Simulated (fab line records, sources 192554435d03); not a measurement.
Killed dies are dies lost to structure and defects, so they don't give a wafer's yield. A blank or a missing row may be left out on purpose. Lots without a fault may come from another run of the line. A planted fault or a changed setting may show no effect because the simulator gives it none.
One fault seen from 3 desks | flow n5_finfet | each desk has only its own numbers; what lay behind them comes last

THE TOOL OWNER'S DESK: epi_rpcvd-03
The tool's own readings at N5_SD_EPI_N_EPI_21 (deposits Si:P, time 690 s): means of the sampled wafers that have a number, for each lot that ran on this tool. A lot is out of limits, marked OUT, if its mean lies more than 4 standard deviations from the usual mean; the brackets give that distance.
Columns: A = susceptor_temp_C_max at N5_SD_EPI_N_EPI_21, usual 681.2
lot  | first seen here | A
L931 | day 3 04:21     | 681.5
L938 | day 4 20:49     | 681.5
L941 | day 5 16:56     | 681.0
L943 | day 6 12:16     | 681.6
This desk's finding: nothing out of limits on any of the 4 lots.

THE DEFECT DESK
What the inspections along the route counted, lot by lot: means of the sampled wafers that have a number. A lot is out of limits, marked OUT, if its mean lies more than 4 standard deviations from the usual mean; the brackets give that distance.
Columns: A = raw_defect_count at N5_SPACER0_INSPECT_04, usual 135; B = raw_defect_count at N5_SD_EPI_N_INSPECT_11, usual 2.2
lot  | first seen here | A   | B
L931 | day 3 01:24     | 181 | 2.3
L933 | day 3 14:28     | 86  | 1.0
L938 | day 4 18:08     | 115 | 2.7
L941 | day 5 13:51     | 147 | 1.0
L943 | day 6 07:01     | 126 | 3.0
L944 | day 6 09:26     | 148 | 3.3
L946 | day 6 17:19     | 133 | 1.7
L947 | day 6 23:12     | 133 | 2.7
L951 | day 8 01:07     | 128 | 1.0
L952 | day 8 08:22     | 141 | 2.3
This desk's finding: nothing out of limits on any of the 10 lots.

THE METROLOGY DESK
What the gauges read, lot by lot, whatever tool the lot ran on: means of the sampled wafers that have a number. A lot is out of limits, marked OUT, if its mean lies more than 4 standard deviations from the usual mean; the brackets give that distance. Of its 13 readings 7 are shown: those that lie furthest out on some lot.
Columns: A = RS_SD_N at N5_SD_ACTIVATION_RS_MEAS_03, usual 21.87 ohm/sq; B = RS_SD_P at N5_SD_ACTIVATION_RS_MEAS_03, usual 56.1 ohm/sq; C = DIBL_N at N5_BEOL_M4_RC_MEAS_101, usual 36.0 mV/V; D = IOFF_P at N5_BEOL_M4_RC_MEAS_101, usual 0.21 nA/um; E = RS_SD_N at N5_BEOL_M4_RC_MEAS_101, usual 28.3 ohm/sq; F = SS_N at N5_BEOL_M4_RC_MEAS_101, usual 71.4 mV/dec; G = VT_N at N5_BEOL_M4_RC_MEAS_101, usual 251 mV
lot  | first seen here | A     | B    | C    | D    | E    | F    | G
L931 | day 3 10:47     | 21.88 | 56.5 | 38.0 | 0.28 | 28.2 | 71.8 | 248
L933 | day 4 00:25     | 21.76 | 56.9 | 34.5 | 0.20 | 28.1 | 71.2 | 252
L938 | day 5 03:29     | 21.83 | 56.5 | 37.8 | 0.23 | 28.5 | 71.4 | 247
L941 | day 5 23:50     | 21.27 | 55.2 | 34.7 | 0.17 | 27.6 | 70.7 | 254
L943 | day 6 18:47     | 21.44 | 56.0 | 32.9 | 0.18 | 27.6 | 70.5 | 256
L944 | day 6 19:39     | 21.75 | 55.8 | 35.2 | 0.20 | 28.1 | 71.2 | 250
L946 | day 7 02:53     | 22.13 | 56.6 | 38.2 | 0.22 | 28.5 | 71.9 | 250
L947 | day 7 09:44     | 22.45 | 56.3 | 38.2 | 0.24 | 28.9 | 71.7 | 246
L951 | day 8 10:31     | 21.80 | 56.1 | 36.7 | 0.24 | 28.3 | 71.4 | 250
L952 | day 8 18:05     | 22.02 | 57.6 | 37.5 | 0.22 | 28.7 | 72.4 | 249
This desk's finding: nothing out of limits on any of the 10 lots.

PUT TOGETHER
The tool owner's desk saw nothing out of limits.
The defect desk saw nothing out of limits.
The metrology desk saw nothing out of limits.

WHAT THE SIMULATOR HAD PUT IN
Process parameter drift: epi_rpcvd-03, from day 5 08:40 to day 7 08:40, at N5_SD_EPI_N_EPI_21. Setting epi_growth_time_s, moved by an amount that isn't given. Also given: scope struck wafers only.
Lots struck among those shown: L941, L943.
